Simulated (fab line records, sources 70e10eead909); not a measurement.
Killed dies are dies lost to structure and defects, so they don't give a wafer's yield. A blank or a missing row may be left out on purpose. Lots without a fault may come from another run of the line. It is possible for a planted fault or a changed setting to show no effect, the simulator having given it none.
fab line records ; flow nandHarc
[record] lots = 12; wafers = 36; lastDay = 33
route steps=1302 shown A_CHANNEL_HOLE_D1@450 END@1302
lots that met no fault: from a run of the same line without faults
startH: start of the lot's first displayed wafer, in hours after the record's first day ; waitH: hours from the lot's prior step to this one ; " identical to the entry in the row above ; L1.1+2: one row covering several wafers at once ; - no value, or no start given ; * or withheld: withheld ; < > ~ a bound
route shown NAME@n: NAME is a module with steps in the file, n the number in the route of the first one ; usual: the fault-free wafers' mean and standard deviation ; same: alike in all rows ; chamber/n: place in a boat ; sites: per-site readings ; _std_site: the standard deviation of these ; _edge_site: mean of outer sites minus mean of inner sites ; radiusMm: for every site, how far away it sits from the centre of the wafer ; mask NAME#n: copy n ; behind: the most recent tool/chamber to have shaped the wafer ; hold: what put the lot on hold/how long, in hours/how the hold closed ; device: the transistor (n, p or np) that didn't switch ; end of line: the route-end tests of the same wafers ; step lacking rows: just its recipe ; killed: at the first sort, the dies lost to defects and structure; wafer yield is something else ; map: per-die view of a wafer (x killed, . not killed, _ where there is no die)
set.NAME: the run value of the setting; set.NAME@STEP: its run value at that earlier step ; model.NAME: the simulator's own value behind a step, which no gauge read
the route's steps for a sample of lots (tables are steps, rows are wafers)
services: the hour from which a tool's chamber was out of use, counted from the record's first day as startH (under 0 if before that day), plus the number of hours and why
[[steps]]
[step NHARC_A_CHANNEL_HOLE_D1_DEP_00]
[recipe] targetThkA = 31000; tempC = 400; material = aC
[usual] throttleValvePct = 35.000/0.01
lot.wafer;tool;chamber;startH;waitH;throttleValvePct
L151.1;aclDep-02;0;182.37;0.5;34.997
L151.2;aclDep-02;0;182.37;0.5;35.012
L151.5;aclDep-02;0;182.37;0.5;35.003
L153.2;aclDep-02;0;194.15;0.4;34.999
L153.3;aclDep-02;0;194.15;0.4;35.000
L153.4;aclDep-02;0;194.15;0.4;34.993
L154.1;aclDep-01;0;210.60;6.7;34.998
L154.2;aclDep-01;0;210.60;6.7;35.004
L154.3;aclDep-01;0;210.60;6.7;35.003
L155.1;aclDep-02;0;213.55;3.0;34.989
L155.2;aclDep-02;0;213.55;3.0;34.998
L155.6;aclDep-02;0;215.14;4.6;35.006
L158.1;aclDep-03;0;243.95;0.1;34.998
L158.3;aclDep-03;0;243.95;0.1;35.012
L158.5;aclDep-03;0;243.95;0.1;35.004
L159.2;aclDep-01;0;260.38;3.8;34.977
L159.4;aclDep-01;0;260.38;3.8;35.003
L159.5;aclDep-01;0;260.38;3.8;34.994
L160.1;aclDep-02;0;270.65;0.1;35.026
L160.2;aclDep-02;0;270.65;0.1;35.003
L160.4;aclDep-02;0;270.65;0.1;35.004
L165.3;aclDep-02;0;314.27;1.8;35.003
L165.5;aclDep-02;0;314.27;1.8;34.999
L165.6;aclDep-02;0;314.27;1.8;34.999
L167.2;aclDep-02;0;342.92;0.9;34.998
L167.5;aclDep-02;0;342.92;0.9;34.986
L167.6;aclDep-02;0;342.92;0.9;34.997
L169.1;aclDep-01;0;352.97;0.1;34.993
L169.4;aclDep-01;0;352.97;0.1;35.005
L169.6;aclDep-01;0;352.97;0.1;34.993
L173.1;aclDep-01;0;390.78;0.1;34.997
L173.4;aclDep-01;0;390.78;0.1;34.997
L173.6;aclDep-01;0;390.78;0.1;35.001
L174.3;aclDep-01;0;407.90;4.3;35.013
L174.4;aclDep-01;0;407.90;4.3;35.001
L174.6;aclDep-01;0;407.90;4.3;35.013
[step NHARC_A_CHANNEL_HOLE_D1_ETCH_22]
[recipe] biasV = 3000; sourceW = withheld; pressureMtorr = 20; timeS = 666.7; arFlowSccm = 375; c4f8FlowSccm = 89.3; o2FlowSccm = 35.7; tempC = -20; targetDepthA = 16000; chemistry = C4F8/O2/Ar
[usual] drypumpMotorCurrentA = 5.9/0.31; showerheadPlenumPTorr = 3.57/0.13; throttleValvePct = 32.156/0.0098
lot.wafer;tool;chamber;startH;waitH;drypumpMotorCurrentA;rfHoursCounterH;showerheadPlenumPTorr;throttleValvePct
L151.2;harEtch-01;0;188.42;0.4;5.7;88;3.73;32.164
L151.1;harEtch-01;1;188.42;0.4;6.2;88;3.57;32.159
L151.5;harEtch-01;0;188.42;0.4;5.7;-;3.73;32.159
L153.2;harEtch-01;0;199.07;0.4;5.7;92;3.73;32.147
L153.3;harEtch-01;0;199.07;0.4;5.7;-;3.73;32.159
L153.4;harEtch-01;1;199.07;0.4;6.2;-;3.56;32.163
L154.2;harEtch-01;1;217.90;0.4;6.2;103;3.56;32.163
L154.1;harEtch-01;0;217.90;0.4;5.7;103;3.72;32.142
L154.3;harEtch-01;0;217.90;0.4;5.7;-;3.72;32.151
L155.2;harEtch-02;0;218.43;0.4;5.5;318;3.44;32.171
L155.1;harEtch-02;1;218.43;0.4;6.3;318;3.46;32.144
L155.6;harEtch-02;1;218.43;0.4;6.3;-;3.46;32.159
L158.1;harEtch-02;1;249.03;0.4;6.3;333;3.45;32.158
L158.3;harEtch-02;1;249.03;0.4;6.3;-;3.45;32.160
L158.5;harEtch-02;1;249.03;0.4;6.3;-;3.45;32.136
L159.2;harEtch-02;0;265.05;0.4;5.6;341;3.43;32.163
L159.4;harEtch-02;0;265.05;0.4;5.6;-;3.43;32.154
L159.5;harEtch-02;0;265.05;0.4;5.5;-;3.43;32.163
L160.2;harEtch-01;0;279.32;0.4;5.7;134;3.71;32.162
L160.1;harEtch-01;1;279.32;0.4;6.2;134;3.54;32.164
L160.4;harEtch-01;1;279.32;0.4;6.2;-;3.54;32.164
L165.3;harEtch-02;0;318.70;0.4;5.5;-;3.41;32.159
L165.5;harEtch-02;0;318.70;0.4;5.5;-;3.41;32.169
L165.6;harEtch-02;1;318.70;0.4;6.3;-;3.43;32.159
L167.2;harEtch-01;0;349.42;0.4;5.7;176;3.68;32.152
L167.6;harEtch-01;0;349.42;0.4;5.7;-;3.68;32.164
L167.5;harEtch-01;1;349.42;0.4;6.2;-;3.52;32.154
L169.1;harEtch-01;0;357.93;0.4;5.7;184;3.68;32.152
L169.4;harEtch-01;0;357.93;0.4;5.6;-;3.68;32.149
L169.6;harEtch-01;1;357.93;0.4;6.2;-;3.52;32.148
L173.1;harEtch-02;0;398.48;0.4;5.5;1;3.93;32.149
L173.4;harEtch-02;0;398.48;0.4;5.5;-;3.93;32.173
L173.6;harEtch-02;1;398.48;0.4;6.3;-;3.93;32.127
L174.3;harEtch-01;1;412.80;0.4;6.2;-;3.50;32.154
L174.4;harEtch-01;0;412.80;0.4;5.7;-;3.66;32.153
L174.6;harEtch-01;1;412.80;0.4;6.2;-;3.50;32.149
[step NHARC_A_CHANNEL_HOLE_D1_ETCH_24]
[recipe] biasV = 5000; sourceW = withheld; pressureMtorr = 20; timeS = 906.2; arFlowSccm = 375; c4f8FlowSccm = 93.8; o2FlowSccm = 31.2; tempC = -20; targetDepthA = 15000; chemistry = C4F8/O2/Ar
[usual] drypumpMotorCurrentA = 5.9/0.31; showerheadPlenumPTorr = 3.56/0.13; throttleValvePct = 32.235/0.0093
lot.wafer;tool;chamber;startH;waitH;drypumpMotorCurrentA;rfHoursCounterH;showerheadPlenumPTorr;throttleValvePct
L151.2;harEtch-01;0;189.68;0.6;5.7;89;3.73;32.231
L151.1;harEtch-01;1;189.68;0.6;6.2;89;3.56;32.222
L151.5;harEtch-01;0;189.68;0.6;5.7;-;3.73;32.237
L153.2;harEtch-01;0;200.33;0.6;5.7;93;3.72;32.243
L153.3;harEtch-01;0;200.33;0.6;5.7;-;3.72;32.249
L153.4;harEtch-01;1;200.33;0.6;6.2;-;3.56;32.232
L154.2;harEtch-01;1;219.16;0.6;6.2;105;3.55;32.242
L154.1;harEtch-01;0;219.16;0.6;5.7;105;3.72;32.228
L154.3;harEtch-01;0;219.16;0.6;5.7;-;3.72;32.236
L155.2;harEtch-02;0;219.69;0.6;5.5;319;3.44;32.251
L155.1;harEtch-02;1;219.69;0.6;6.2;319;3.45;32.234
L155.6;harEtch-02;1;219.69;0.6;6.3;-;3.45;32.240
L158.1;harEtch-02;1;250.33;0.6;6.3;334;3.45;32.234
L158.3;harEtch-02;1;250.33;0.6;6.3;-;3.45;32.237
L158.5;harEtch-02;1;250.33;0.6;6.3;-;3.45;32.224
L159.2;harEtch-02;0;266.34;0.6;5.5;342;3.42;32.253
L159.4;harEtch-02;0;266.34;0.6;5.5;-;3.42;32.219
L159.5;harEtch-02;0;266.34;0.6;5.5;-;3.42;32.227
L160.2;harEtch-01;0;280.60;0.6;5.7;135;3.70;32.221
L160.1;harEtch-01;1;280.60;0.6;6.2;135;3.54;32.241
L160.4;harEtch-01;1;280.60;0.6;6.2;-;3.54;32.226
L165.3;harEtch-02;0;320.03;0.6;5.6;-;3.41;32.226
L165.5;harEtch-02;0;320.03;0.6;5.6;-;3.41;32.240
L165.6;harEtch-02;1;320.03;0.6;6.3;-;3.42;32.229
L167.2;harEtch-01;0;350.68;0.6;5.7;177;3.68;32.233
L167.6;harEtch-01;0;350.68;0.6;5.7;-;3.68;32.235
L167.5;harEtch-01;1;350.68;0.6;6.2;-;3.52;32.234
L169.1;harEtch-01;0;359.21;0.6;5.7;185;3.67;32.236
L169.4;harEtch-01;0;359.21;0.6;5.7;-;3.67;32.242
L169.6;harEtch-01;1;359.21;0.6;6.2;-;3.51;32.246
L173.1;harEtch-02;0;399.76;0.6;5.5;2;3.93;32.238
L173.4;harEtch-02;0;399.76;0.6;5.6;-;3.93;32.226
L173.6;harEtch-02;1;399.76;0.6;6.3;-;3.93;32.234
L174.3;harEtch-01;1;414.13;0.6;6.2;-;3.49;32.225
L174.4;harEtch-01;0;414.13;0.6;5.7;-;3.66;32.247
L174.6;harEtch-01;1;414.13;0.6;6.2;-;3.49;32.230
[step NHARC_A_CHANNEL_HOLE_D1_ETCH_25]
[recipe] biasV = 5000; sourceW = withheld; pressureMtorr = 20; timeS = 1040.2; arFlowSccm = 375; c4f8FlowSccm = 93.8; o2FlowSccm = 31.2; tempC = -20; targetDepthA = 15000; chemistry = C4F8/O2/Ar
[usual] drypumpMotorCurrentA = 6.0/0.31; showerheadPlenumPTorr = 3.56/0.13; throttleValvePct = 32.235/0.0091
lot.wafer;tool;chamber;startH;waitH;drypumpMotorCurrentA;rfHoursCounterH;showerheadPlenumPTorr;throttleValvePct
L151.2;harEtch-01;0;190.46;0.7;5.7;90;3.73;32.219
L151.1;harEtch-01;1;190.46;0.7;6.2;90;3.56;32.228
L151.5;harEtch-01;0;190.46;0.7;5.7;-;3.73;32.223
L153.2;harEtch-01;0;201.10;0.6;5.7;94;3.72;32.214
L153.3;harEtch-01;0;201.10;0.6;5.7;-;3.72;32.245
L153.4;harEtch-01;1;201.10;0.6;6.2;-;3.56;32.238
L154.2;harEtch-01;1;219.94;0.7;6.3;105;3.55;32.218
L154.1;harEtch-01;0;219.94;0.7;5.7;105;3.72;32.242
L154.3;harEtch-01;0;219.94;0.7;5.7;-;3.72;32.241
L155.2;harEtch-02;0;220.45;0.6;5.6;320;3.44;32.224
L155.1;harEtch-02;1;220.45;0.6;6.3;320;3.45;32.247
L155.6;harEtch-02;1;220.45;0.6;6.3;-;3.45;32.242
L158.1;harEtch-02;1;251.12;0.7;6.3;335;3.44;32.220
L158.3;harEtch-02;1;251.12;0.7;6.3;-;3.45;32.227
L158.5;harEtch-02;1;251.12;0.7;6.3;-;3.45;32.237
L159.2;harEtch-02;0;267.12;0.7;5.5;343;3.42;32.238
L159.4;harEtch-02;0;267.12;0.7;5.5;-;3.42;32.226
L159.5;harEtch-02;0;267.12;0.7;5.6;-;3.42;32.234
L160.2;harEtch-01;0;281.36;0.6;5.6;136;3.70;32.238
L160.1;harEtch-01;1;281.36;0.6;6.3;136;3.54;32.238
L160.4;harEtch-01;1;281.36;0.6;6.2;-;3.54;32.233
L165.3;harEtch-02;0;320.84;0.7;5.5;-;3.41;32.218
L165.5;harEtch-02;0;320.84;0.7;5.5;-;3.41;32.233
L165.6;harEtch-02;1;320.84;0.7;6.3;-;3.42;32.240
L167.2;harEtch-01;0;351.45;0.6;5.7;178;3.68;32.257
L167.6;harEtch-01;0;351.45;0.6;5.7;-;3.68;32.244
L167.5;harEtch-01;1;351.45;0.6;6.2;-;3.52;32.238
L169.1;harEtch-01;0;360.01;0.7;5.7;186;3.67;32.237
L169.4;harEtch-01;0;360.01;0.7;5.7;-;3.67;32.231
L169.6;harEtch-01;1;360.01;0.7;6.2;-;3.51;32.239
L173.1;harEtch-02;0;400.53;0.6;5.5;3;3.93;32.233
L173.4;harEtch-02;0;400.53;0.6;5.5;-;3.93;32.235
L173.6;harEtch-02;1;400.53;0.6;6.3;-;3.93;32.241
L174.3;harEtch-01;1;414.93;0.7;6.3;-;3.49;32.250
L174.4;harEtch-01;0;414.93;0.7;5.6;-;3.66;32.230
L174.6;harEtch-01;1;414.93;0.7;6.2;-;3.49;32.226
[step NHARC_A_CHANNEL_HOLE_D1_INSPECT_40]
[usual] rawDefectCount = 69/23
lot.wafer;tool;chamber;startH;waitH;rawDefectCount
L151.1;defectInspect-01;-;193.31;-;54
L151.2;defectInspect-01;-;193.31;-;25
L151.5;defectInspect-01;-;193.31;-;37
L153.2;defectInspect-01;-;203.92;-;44
L153.3;defectInspect-01;-;203.92;-;61
L153.4;defectInspect-01;-;203.92;-;52
L154.1;defectInspect-01;-;222.98;-;39
L154.2;defectInspect-01;-;222.98;-;52
L154.3;defectInspect-01;-;222.98;-;38
L155.1;defectInspect-02;-;223.59;-;82
L155.2;defectInspect-02;-;223.59;-;136
L155.6;defectInspect-02;-;223.59;-;90
L158.1;defectInspect-02;-;253.78;-;65
L158.3;defectInspect-02;-;253.78;-;96
L158.5;defectInspect-02;-;253.78;-;86
L159.2;defectInspect-02;-;269.80;-;93
L159.4;defectInspect-02;-;269.80;-;92
L159.5;defectInspect-02;-;269.80;-;87
L160.1;defectInspect-02;-;284.33;-;73
L160.2;defectInspect-02;-;284.33;-;65
L160.4;defectInspect-02;-;284.33;-;38
L165.3;defectInspect-01;-;323.37;-;131
L165.5;defectInspect-01;-;323.37;-;102
L165.6;defectInspect-01;-;323.37;-;122
L167.2;defectInspect-02;-;354.27;-;58
L167.5;defectInspect-02;-;354.27;-;1144
L167.6;defectInspect-02;-;354.27;-;53
L169.1;defectInspect-02;-;362.76;-;73
L169.4;defectInspect-02;-;362.76;-;59
L169.6;defectInspect-02;-;362.76;-;1170
L173.1;defectInspect-01;-;403.34;-;86
L173.4;defectInspect-01;-;403.34;-;62
L173.6;defectInspect-01;-;403.34;-;38
L174.3;defectInspect-02;-;417.48;-;60
L174.4;defectInspect-02;-;417.48;-;70
L174.6;defectInspect-02;-;417.48;-;63
[step NHARC_END_SORT_01]
[recipe] tempC = 25
[usual] killedAtArray = 57/20; killedAtOther = 1.3/1.4; killedAtPeriphery = 3.4/2.4; killedDies = 61/19; killedOpen = 2.9/1.8; killedShort = 2.5/1.6
[same] grossDies = 677
lot.wafer;tool;chamber;startH;waitH;killedAtArray;killedAtOther;killedAtPeriphery;killedDies;killedOpen;killedShort
L169.1;prober-01;0;734.41;2.5;46;1;11;58;4;2
L169.4;prober-01;0;736.76;3.4;41;0;3;44;2;3
L169.6;prober-01;0;738.34;3.9;102;1;5;108;6;2
L167.2;prober-02;0;735.27;2.8;75;1;0;76;0;2
L167.5;prober-02;0;737.67;3.7;137;0;4;141;7;8
L167.6;prober-02;0;738.47;4.0;82;1;3;86;3;5
// killed by level:class
L169.1 A_CHANNEL_HOLE_D2:chamberFilmFlake=25 A_CHANNEL_HOLE_D1:chamberFilmFlake=14 P_STI:chamberFilmFlake=4 P_M2:chamberFilmFlake=3 P_ZERO_WELL:chamberFilmFlake=2 A_CHANNEL_FILL_D1:chamberFilmFlake=2 P_GATE:geometricParticle:open=1 P_CONTACT:geometricParticle:open=1
L167.2 A_SLIT:chamberFilmFlake=33 A_CHANNEL_HOLE_D2:chamberFilmFlake=18 A_CHANNEL_HOLE_D1:chamberFilmFlake=12 A_BLC:chamberFilmFlake=6 A_DECK1_JOINT:chamberFilmFlake=2 A_CHANNEL_HOLE_D1:geometricParticle:short=1 A_M1:geometricParticle:short=1 A_STAIRCASE:chamberFilmFlake=1
L169.4 A_CHANNEL_HOLE_D2:chamberFilmFlake=19 A_CHANNEL_HOLE_D1:chamberFilmFlake=11 A_SLIT:chamberFilmFlake=4 A_WL_FILL:geometricParticle:short=2 P_M2:chamberFilmFlake=2 A_DECK1_JOINT:chamberFilmFlake=2 P_M0:geometricParticle:short=1 A_DECK1_JOINT:geometricParticle:open=1
L167.5 A_CHANNEL_HOLE_D1:unspecified=87 A_SLIT:chamberFilmFlake=29 A_CHANNEL_FILL_D1:geometricParticle:short=4 P_CONTACT:geometricParticle:open=2 A_CHANNEL_FILL_D1:geometricParticle:open=2 A_WL_FILL:geometricParticle:short=2 A_CHANNEL_HOLE_D1:chamberFilmFlake=2 A_CONTACT:chamberFilmFlake=2
L169.6 A_CHANNEL_HOLE_D1:unspecified=89 P_GATE:geometricParticle:open=3 A_SLIT:chamberFilmFlake=3 A_CONTACT:chamberFilmFlake=3 A_CHANNEL_HOLE_D2:chamberFilmFlake=2 A_CHANNEL_HOLE_D1:chamberFilmFlake=2 P_CONTACT:geometricParticle:open=1 P_M0:geometricParticle:open=1
L167.6 A_SLIT:chamberFilmFlake=29 A_CHANNEL_HOLE_D2:chamberFilmFlake=24 A_CHANNEL_HOLE_D1:chamberFilmFlake=7 A_DECK1_JOINT:chamberFilmFlake=4 A_BLC:chamberFilmFlake=4 A_SGD_CUT:chamberFilmFlake=3 A_CONTACT:chamberFilmFlake=3 P_STI:geometricParticle:short=1
[[services]]
tool;chamber;startH;hours;kind
aclDep-01;-;192.02;13.0;pm
aclDep-02;-;243.80;13.0;pm
aclDep-03;-;302.88;13.0;pm
harEtch-02;0;340.56;-;consumableReplace:focusRing
harEtch-02;0;340.56;17.0;scheduledDown
harEtch-02;0;340.56;17.0;ventCycle
aclDep-01;-;373.02;13.0;pm
harEtch-02;-;380.62;17.0;pm
harEtch-02;0;380.62;17.0;ventCycle
harEtch-02;1;380.62;17.0;ventCycle
harEtch-02;0;397.62;-;clean
harEtch-02;0;397.62;-;consumableReplace:esc
harEtch-02;0;397.62;-;consumableReplace:showerhead
harEtch-02;1;397.62;-;clean
harEtch-02;1;397.62;-;consumableReplace:focusRing
harEtch-02;1;397.62;-;consumableReplace:showerhead
[[key]]
[firstSign] step = NHARC_A_CHANNEL_HOLE_D1_INSPECT_40; reading = rawDefectCount; direction = up; sigmas = 47; usual = 69; struck = 1157
[effect] step = NHARC_END_SORT_01; reading = killedDies; direction = up; sigmas = 3.3; usual = 61; struck = 124
[moreKillsBornAt] NHARC_A_CHANNEL_HOLE_D1_ETCH_24@harEtch-01 = 120
metAt NHARC_A_CHANNEL_HOLE_D1_ETCH_24
struckLots L167,L169
struckWafers L167.5,L169.6
testerLeftOut L167,L169
notActingAt NHARC_A_CHANNEL_HOLE_D1_DEP_00,NHARC_A_CHANNEL_HOLE_D1_ETCH_22,NHARC_A_CHANNEL_HOLE_D1_ETCH_25
onsetBetween 280.60 350.68
[fault] kind = chamberParticleSource; tool = harEtch-01; chamber = 1; onsetH = 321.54; steps = NHARC_A_CHANNEL_HOLE_D1_ETCH_24; ratePerVisitCm2 = 1.6728; endH = 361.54
// testerLeftOut: of these lots the tester's yield and bins aren't shown, on N5 and GAA mostly nor the transistor test; their killed dies are dies lost to structure and defects alone, not to doping, threshold or leakage, so they don't give the yield
